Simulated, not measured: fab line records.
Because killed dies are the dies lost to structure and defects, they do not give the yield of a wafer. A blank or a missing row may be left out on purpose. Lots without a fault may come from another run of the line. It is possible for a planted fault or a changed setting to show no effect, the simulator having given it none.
The tool behind it: which one? | flow n5Finfet | Sampling: 24 lots, 72 wafers, 6 of 1938 route steps

## WHAT THE GAUGES READ, wafer by wafer
N5_BEOL_M1_OVL_MEAS_12. Usual: M1_OVL typically reads 0.2 nm, with standard deviation 0.58.
lot  | measured     | on         | M1_OVL (nm)    | flag
L074 | day 6 05:59  | overlay-01 | 0.6 0.4 1.2    | 
L075 | day 6 12:23  | overlay-01 | 0.7 -0.4 -0.5  | 
L076 | day 6 12:58  | overlay-01 | -0.1 0.7 1.6   | 
L077 | day 6 18:27  | overlay-01 | 0.2 0.4 0.2    | 
L078 | day 7 01:16  | overlay-01 | 0.4 0.2 -0.2   | 
L079 | day 7 05:58  | overlay-01 | 0.9 1.5 1.6    | 
L080 | day 7 14:08  | overlay-02 | -0.6 0.1 1.0   | 
L081 | day 7 20:38  | overlay-01 | 0.7 -0.7 -0.3  | 
L082 | day 7 22:25  | overlay-02 | 0.1 0.2 -0.2   | 
L083 | day 8 10:22  | overlay-01 | -0.4 -0.2 0.2  | 
L084 | day 8 15:29  | overlay-01 | -0.2 -0.4 0.9  | 
L085 | day 9 06:15  | overlay-01 | 0.0 0.3 -0.5   | 
L086 | day 9 06:25  | overlay-01 | -0.5 -0.7 0.6  | 
L087 | day 9 13:55  | overlay-02 | 0.2 0.6 -0.1   | 
L088 | day 9 13:58  | overlay-01 | 1.1 0.3 0.2    | 
L089 | day 9 15:41  | overlay-02 | 0.8 0.5 1.3    | 
L090 | day 10 07:31 | overlay-01 | -0.5 0.1 0.6   | 
L092 | day 10 17:07 | overlay-02 | -0.9 -0.8 -0.3 | 
L093 | day 10 20:53 | overlay-02 | 0.7 0.4 -0.1   | 
L094 | day 10 23:31 | overlay-01 | 0.5 0.0 -0.5   | 
L095 | day 11 03:17 | overlay-01 | -0.2 0.1 -0.4  | 
L096 | day 11 15:40 | overlay-02 | -0.4 0.2 0.1   | 
L097 | day 11 20:10 | overlay-02 | 0.2 -0.1 0.1   | 
L091 | day 11 23:34 | overlay-02 | 1.1 -0.2 0.0   | 

## EACH LOT AND THE TOOL THAT RAN IT (in order: tool; ch and the chambers of the sampled wafers; start)
lot  | N5_BEOL_M0_SPUTTER_132      | N5_BEOL_M0_ANNEAL_133       | N5_BEOL_M0_ANNEAL_135       | N5_BEOL_M1_ILD_DEP_00           | N5_BEOL_M1_HM_DEP_02
L074 | pvdSputter-02, day 6 02:16  | pvdSputter-02, day 6 02:21  | pvdSputter-02, day 6 02:28  | pecvd-02 ch 0,2, day 6 04:05    | pvdSputter-03, day 6 05:31
L075 | pvdSputter-01, day 6 07:53  | pvdSputter-01, day 6 07:58  | pvdSputter-01, day 6 08:05  | pecvd-03 ch 0,1, day 6 09:27    | pvdSputter-01, day 6 11:56
L076 | pvdSputter-01, day 6 08:22  | pvdSputter-01, day 6 08:26  | pvdSputter-01, day 6 08:34  | pecvd-03 ch 0,1, day 6 10:25    | pvdSputter-01, day 6 12:33
L077 | pvdSputter-03, day 6 14:42  | pvdSputter-03, day 6 14:47  | pvdSputter-03, day 6 14:54  | pecvd-02 ch 1,2, day 6 17:01    | pvdSputter-03, day 6 18:02
L078 | pvdSputter-03, day 6 21:07  | pvdSputter-03, day 6 21:11  | pvdSputter-03, day 6 21:19  | pecvd-02 ch 0,2, day 6 22:40    | pvdSputter-02, day 7 00:42
L079 | pvdSputter-02, day 7 01:58  | pvdSputter-02, day 7 02:02  | pvdSputter-02, day 7 02:10  | pecvd-04 ch 0,1, day 7 03:21    | pvdSputter-02, day 7 05:31
L080 | pvdSputter-02, day 7 11:10  | pvdSputter-02, day 7 11:15  | pvdSputter-02, day 7 11:22  | pecvd-03 ch 0,1,2, day 7 12:55  | pvdSputter-02, day 7 13:43
L081 | pvdSputter-03, day 7 17:18  | pvdSputter-03, day 7 17:23  | pvdSputter-03, day 7 17:30  | pecvd-04 ch 1,2, day 7 18:49    | pvdSputter-03, day 7 20:13
L082 | pvdSputter-02, day 7 19:43  | pvdSputter-02, day 7 19:47  | pvdSputter-02, day 7 19:55  | pecvd-03 ch 1,2, day 7 21:04    | pvdSputter-02, day 7 21:59
L083 | pvdSputter-01, day 8 06:28  | pvdSputter-01, day 8 06:32  | pvdSputter-01, day 8 06:40  | pecvd-03 ch 0,2, day 8 07:49    | pvdSputter-01, day 8 09:56
L084 | pvdSputter-02, day 8 12:55  | pvdSputter-02, day 8 13:00  | pvdSputter-02, day 8 13:07  | pecvd-03 ch 0,1,2, day 8 14:16  | pvdSputter-01, day 8 14:56
L085 | pvdSputter-03, day 9 01:47  | pvdSputter-03, day 9 01:52  | pvdSputter-03, day 9 01:59  | pecvd-02 ch 0,1, day 9 03:08    | pvdSputter-03, day 9 05:42
L086 | pvdSputter-03, day 9 02:13  | pvdSputter-03, day 9 02:18  | pvdSputter-03, day 9 02:25  | pecvd-03 ch 0,1, day 9 03:34    | pvdSputter-03, day 9 06:00
L087 | pvdSputter-01, day 9 10:17  | pvdSputter-01, day 9 10:22  | pvdSputter-01, day 9 10:29  | pecvd-02 ch 0,1,2, day 9 12:04  | pvdSputter-03, day 9 13:23
L088 | pvdSputter-02, day 9 10:20  | pvdSputter-02, day 9 10:25  | pvdSputter-02, day 9 10:32  | pecvd-04 ch 0,2, day 9 12:05    | pvdSputter-01, day 9 13:23
L089 | pvdSputter-03, day 9 12:47  | pvdSputter-03, day 9 12:52  | pvdSputter-03, day 9 12:59  | pecvd-04 ch 0,1,2, day 9 14:10  | pvdSputter-01, day 9 15:09
L090 | pvdSputter-01, day 10 04:39 | pvdSputter-01, day 10 04:44 | pvdSputter-01, day 10 04:51 | pecvd-02 ch 0,2, day 10 06:00   | pvdSputter-02, day 10 06:58
L092 | pvdSputter-02, day 10 11:53 | pvdSputter-02, day 10 11:58 | pvdSputter-02, day 10 12:05 | pecvd-04 ch 0,1,2, day 10 15:30 | pvdSputter-02, day 10 16:34
L093 | pvdSputter-03, day 10 18:26 | pvdSputter-03, day 10 18:31 | pvdSputter-03, day 10 18:38 | pecvd-04 ch 0,2, day 10 19:59   | pvdSputter-01, day 10 20:20
L094 | pvdSputter-03, day 10 19:40 | pvdSputter-03, day 10 19:44 | pvdSputter-03, day 10 19:52 | pecvd-03 ch 0,2, day 10 21:10   | pvdSputter-02, day 10 22:58
L095 | pvdSputter-03, day 11 00:44 | pvdSputter-03, day 11 00:49 | pvdSputter-03, day 11 00:56 | pecvd-02 ch 0,1, day 11 02:05   | pvdSputter-02, day 11 02:44
L096 | pvdSputter-03, day 11 13:20 | pvdSputter-03, day 11 13:25 | pvdSputter-03, day 11 13:32 | pecvd-03 ch 1,2, day 11 14:41   | pvdSputter-01, day 11 15:15
L097 | pvdSputter-03, day 11 17:39 | pvdSputter-03, day 11 17:44 | pvdSputter-03, day 11 17:51 | pecvd-03 ch 0,2, day 11 19:21   | pvdSputter-03, day 11 19:44
L091 | pvdSputter-01, day 11 20:09 | pvdSputter-01, day 11 20:14 | pvdSputter-01, day 11 20:21 | pecvd-04 ch 0,1,2, day 11 21:44 | pvdSputter-01, day 11 23:08
- N5_BEOL_M0_SPUTTER_132: material Cu, target thk 4 nm, time 7.37 s.
- N5_BEOL_M0_ANNEAL_133: time 60 s.
- N5_BEOL_M0_ANNEAL_135: time 60 s.
- N5_BEOL_M1_ILD_DEP_00: deposits SiOC from DEMS/O2, target thk 79 nm, time 15.3 s.
- N5_BEOL_M1_HM_DEP_02: deposits TiN, target thk 20 nm.

## AS READ BY THE TOOLS THEMSELVES (means over the sampled wafers that have a number; for cases with no such wafer, the mark the record gives instead)
N5_BEOL_M0_SPUTTER_132. Usual: throttleValvePct 30.0 %, standard deviation 0.99.
lot  | tool          | throttleValvePct (%) | flag
L074 | pvdSputter-02 | 29.3                 | 
L075 | pvdSputter-01 | 31.3                 | 
L076 | pvdSputter-01 | 30.1                 | 
L077 | pvdSputter-03 | 30.9                 | 
L078 | pvdSputter-03 | 29.6                 | 
L079 | pvdSputter-02 | 29.5                 | 
L080 | pvdSputter-02 | 29.5                 | 
L081 | pvdSputter-03 | 29.7                 | 
L082 | pvdSputter-02 | 29.7                 | 
L083 | pvdSputter-01 | 30.4                 | 
L084 | pvdSputter-02 | 29.1                 | 
L085 | pvdSputter-03 | 30.5                 | 
L086 | pvdSputter-03 | 30.0                 | 
L087 | pvdSputter-01 | 31.0                 | 
L088 | pvdSputter-02 | 29.6                 | 
L089 | pvdSputter-03 | 29.3                 | 
L090 | pvdSputter-01 | 31.3                 | 
L092 | pvdSputter-02 | 29.7                 | 
L093 | pvdSputter-03 | 29.6                 | 
L094 | pvdSputter-03 | 30.0                 | 
L095 | pvdSputter-03 | 30.6                 | 
L096 | pvdSputter-03 | 30.0                 | 
L097 | pvdSputter-03 | 29.7                 | 
L091 | pvdSputter-01 | 30.8                 | 

N5_BEOL_M0_ANNEAL_133. Usual: heaterPowerW 805 W, standard deviation 89.
lot  | tool          | heaterPowerW (W) | flag
L074 | pvdSputter-02 | 849              | 
L075 | pvdSputter-01 | 828              | 
L076 | pvdSputter-01 | 819              | 
L077 | pvdSputter-03 | 781              | 
L078 | pvdSputter-03 | 780              | 
L079 | pvdSputter-02 | 752              | 
L080 | pvdSputter-02 | 762              | 
L081 | pvdSputter-03 | 792              | 
L082 | pvdSputter-02 | 839              | 
L083 | pvdSputter-01 | 772              | 
L084 | pvdSputter-02 | 847              | 
L085 | pvdSputter-03 | 806              | 
L086 | pvdSputter-03 | 761              | 
L087 | pvdSputter-01 | 826              | 
L088 | pvdSputter-02 | 842              | 
L089 | pvdSputter-03 | 719              | 
L090 | pvdSputter-01 | 838              | 
L092 | pvdSputter-02 | 949              | 
L093 | pvdSputter-03 | 780              | 
L094 | pvdSputter-03 | 760              | 
L095 | pvdSputter-03 | 833              | 
L096 | pvdSputter-03 | 757              | 
L097 | pvdSputter-03 | 784              | 
L091 | pvdSputter-01 | 839              | 

N5_BEOL_M0_ANNEAL_135. Usual: heaterPowerW 805 W, standard deviation 89.
lot  | tool          | heaterPowerW (W) | flag
L074 | pvdSputter-02 | 865              | 
L075 | pvdSputter-01 | 834              | 
L076 | pvdSputter-01 | 820              | 
L077 | pvdSputter-03 | 784              | 
L078 | pvdSputter-03 | 778              | 
L079 | pvdSputter-02 | 763              | 
L080 | pvdSputter-02 | 773              | 
L081 | pvdSputter-03 | 772              | 
L082 | pvdSputter-02 | 871              | 
L083 | pvdSputter-01 | 777              | 
L084 | pvdSputter-02 | 843              | 
L085 | pvdSputter-03 | 807              | 
L086 | pvdSputter-03 | 757              | 
L087 | pvdSputter-01 | 845              | 
L088 | pvdSputter-02 | 857              | 
L089 | pvdSputter-03 | 715              | 
L090 | pvdSputter-01 | 842              | 
L092 | pvdSputter-02 | 929              | 
L093 | pvdSputter-03 | 779              | 
L094 | pvdSputter-03 | 760              | 
L095 | pvdSputter-03 | 836              | 
L096 | pvdSputter-03 | 760              | 
L097 | pvdSputter-03 | 777              | 
L091 | pvdSputter-01 | 823              | 

N5_BEOL_M1_ILD_DEP_00. Usual: heaterPowerW 520 W, standard deviation 48; rfFwdPowerW 494.6 W, standard deviation 2.2; showerheadPlenumPTorr 5.693 Torr, standard deviation 0.012; throttleValvePct 11.9 %, standard deviation 0.71.
lot  | tool     | heaterPowerW (W) | rfFwdPowerW (W) | showerheadPlenumPTorr (Torr) | throttleValvePct (%) | flag
L074 | pecvd-02 | 531              | 496.2           | 5.699                        | 11.6                 | 
L075 | pecvd-03 | 524              | 494.7           | 5.693                        | 12.2                 | 
L076 | pecvd-03 | 481              | 492.2           | 5.694                        | 12.3                 | 
L077 | pecvd-02 | 459              | 493.7           | 5.704                        | 12.7                 | 
L078 | pecvd-02 | 527              | 493.4           | 5.695                        | 11.7                 | 
L079 | pecvd-04 | 536              | 493.9           | 5.691                        | 11.9                 | 
L080 | pecvd-03 | 554              | 494.1           | 5.695                        | 11.7                 | 
L081 | pecvd-04 | 527              | 494.8           | 5.691                        | 11.4                 | 
L082 | pecvd-03 | 530              | 496.3           | 5.699                        | 11.1                 | 
L083 | pecvd-03 | 587              | 493.5           | 5.680                        | 11.4                 | 
L084 | pecvd-03 | 559              | 494.8           | 5.687                        | 11.8                 | 
L085 | pecvd-02 | 523              | 496.3           | 5.703                        | 11.9                 | 
L086 | pecvd-03 | 560              | 493.5           | 5.689                        | 12.0                 | 
L087 | pecvd-02 | 515              | 496.0           | 5.701                        | 12.2                 | 
L088 | pecvd-04 | 507              | 492.9           | 5.688                        | 12.0                 | 
L089 | pecvd-04 | 497              | 492.9           | 5.688                        | 11.6                 | 
L090 | pecvd-02 | 531              | 496.6           | 5.700                        | 11.8                 | 
L092 | pecvd-04 | 511              | 494.6           | 5.694                        | 11.5                 | 
L093 | pecvd-04 | 507              | 492.6           | 5.681                        | 12.0                 | 
L094 | pecvd-03 | 573              | 494.3           | 5.697                        | 11.1                 | 
L095 | pecvd-02 | 457              | 499.5           | 5.707                        | 11.9                 | 
L096 | pecvd-03 | 554              | 493.9           | 5.697                        | 11.4                 | 
L097 | pecvd-03 | 594              | 495.5           | 5.691                        | 11.1                 | 
L091 | pecvd-04 | 497              | 493.3           | 5.684                        | 11.7                 | 

N5_BEOL_M1_HM_DEP_02. Usual: throttleValvePct 30.0 %, standard deviation 0.94.
lot  | tool          | throttleValvePct (%) | flag
L074 | pvdSputter-03 | 29.6                 | 
L075 | pvdSputter-01 | 30.7                 | 
L076 | pvdSputter-01 | 30.6                 | 
L077 | pvdSputter-03 | 29.4                 | 
L078 | pvdSputter-02 | 29.5                 | 
L079 | pvdSputter-02 | 29.6                 | 
L080 | pvdSputter-02 | 29.3                 | 
L081 | pvdSputter-03 | 29.6                 | 
L082 | pvdSputter-02 | 29.9                 | 
L083 | pvdSputter-01 | 30.0                 | 
L084 | pvdSputter-01 | 30.3                 | 
L085 | pvdSputter-03 | 29.7                 | 
L086 | pvdSputter-03 | 29.3                 | 
L087 | pvdSputter-03 | 29.6                 | 
L088 | pvdSputter-01 | 30.3                 | 
L089 | pvdSputter-01 | 30.8                 | 
L090 | pvdSputter-02 | 30.0                 | 
L092 | pvdSputter-02 | 29.5                 | 
L093 | pvdSputter-01 | 31.0                 | 
L094 | pvdSputter-02 | 29.6                 | 
L095 | pvdSputter-02 | 29.7                 | 
L096 | pvdSputter-01 | 30.6                 | 
L097 | pvdSputter-03 | 29.7                 | 
L091 | pvdSputter-01 | 31.1                 | 

## THE ANSWER, worked out from the rows above alone
Rule: a lot is off if the mean of its wafers that have a number lies more than 3 standard deviations from the usual mean. Also off: a lot with no number at a reading for which 4 or more lots have one. Where the step has rows for the other lots, those lots are counted as sound. After the gauges, taken in route order, come the tools' own readings; for these a lot's mean is taken, as printed above. The first step at which some lot is off is used, and at that step the reading that is off furthest; a lot without a number counts as furthest.
Across all readings shown, no lot is off: no conclusion can be drawn from this.

## WHAT THE SIMULATOR PUT IN
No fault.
